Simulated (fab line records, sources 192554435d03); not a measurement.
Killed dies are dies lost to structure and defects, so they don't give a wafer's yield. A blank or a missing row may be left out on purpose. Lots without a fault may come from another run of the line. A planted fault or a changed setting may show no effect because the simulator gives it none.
Chamber matching | flow n5_finfet | N5_GATE_CUT_ALD_22 on ald_sin-01: 4 sister chambers
The step deposits SiNx, target thk 16 nm, pulse time 1 s, ald cycles 320. 16 wafers are shown with their chamber, then 8 later ones without.

WAFERS WITH THEIR CHAMBER
wafer  | chamber | heater_power_w (W) | precursor_pulse_height_rel
L076.1 | 1       | 912                | 1.008
L076.4 | 0       | 1135               | 1.034
L076.5 | 2       | 815                | 1.018
L081.1 | 0       | 1131               | 1.001
L081.3 | 2       | 809                | 1.017
L081.4 | 1       | 917                | 0.994
L087.1 | 1       | 929                | 0.987
L087.2 | 3       | 862                | 0.992
L087.5 | 0       | 1154               | 1.001
L089.2 | 3       | 876                | 1.018
L089.3 | 1       | 918                | 1.011
L089.6 | 3       | 857                | 1.003
L090.3 | 2       | 815                | 1.044
L090.4 | 1       | 911                | 1.020
L090.5 | 2       | 788                | 1.014
L092.1 | 0       | 1130               | 1.022

SIGNATURES (means of the wafers above)
reading                    | chamber 0 | chamber 1 | chamber 2 | chamber 3 | scatter within a chamber
heater_power_w             | 1137.50   | 917.40    | 806.75    | 865.00    | 10.3
precursor_pulse_height_rel | 1.01450   | 1.00400   | 1.02325   | 1.00433   | 0.0142
Rule: a wafer's distance from a chamber is the root of the sum, over the readings, of the square of ((its reading less the chamber's mean) divided by the reading's scatter). The wafer belongs to the nearest chamber; if the next one is less than 2 further off, it can't be placed. The scatter: the root of (the sum of the squares of (reading less its chamber's mean) over the shown wafers, divided by (wafers less chambers)).

WAFERS WITHOUT THEIR CHAMBER
wafer  | heater_power_w (W) | precursor_pulse_height_rel
L092.2 | 903                | 1.006
L092.6 | 883                | 0.986
L093.1 | 1123               | 1.001
L093.4 | 787                | 1.014
L093.6 | 816                | 0.983
L095.2 | 823                | 0.995
L095.5 | 880                | 1.002
L095.6 | 1111               | 0.995

WHICH CHAMBER EACH WENT THROUGH
wafer  | from the rows above     | in truth
L092.2 | 1                       | 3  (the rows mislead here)
L092.6 | can't be placed: 3 or 1 | 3
L093.1 | 0                       | 0
L093.4 | 2                       | 2
L093.6 | 2                       | 2
L095.2 | can't be placed: 2 or 3 | 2
L095.5 | 3                       | 3
L095.6 | 0                       | 0
Placed correctly: 5 of 8. Can't be placed from these rows: 2 (the true chamber is among the candidates in 2). Placed wrongly: 1.
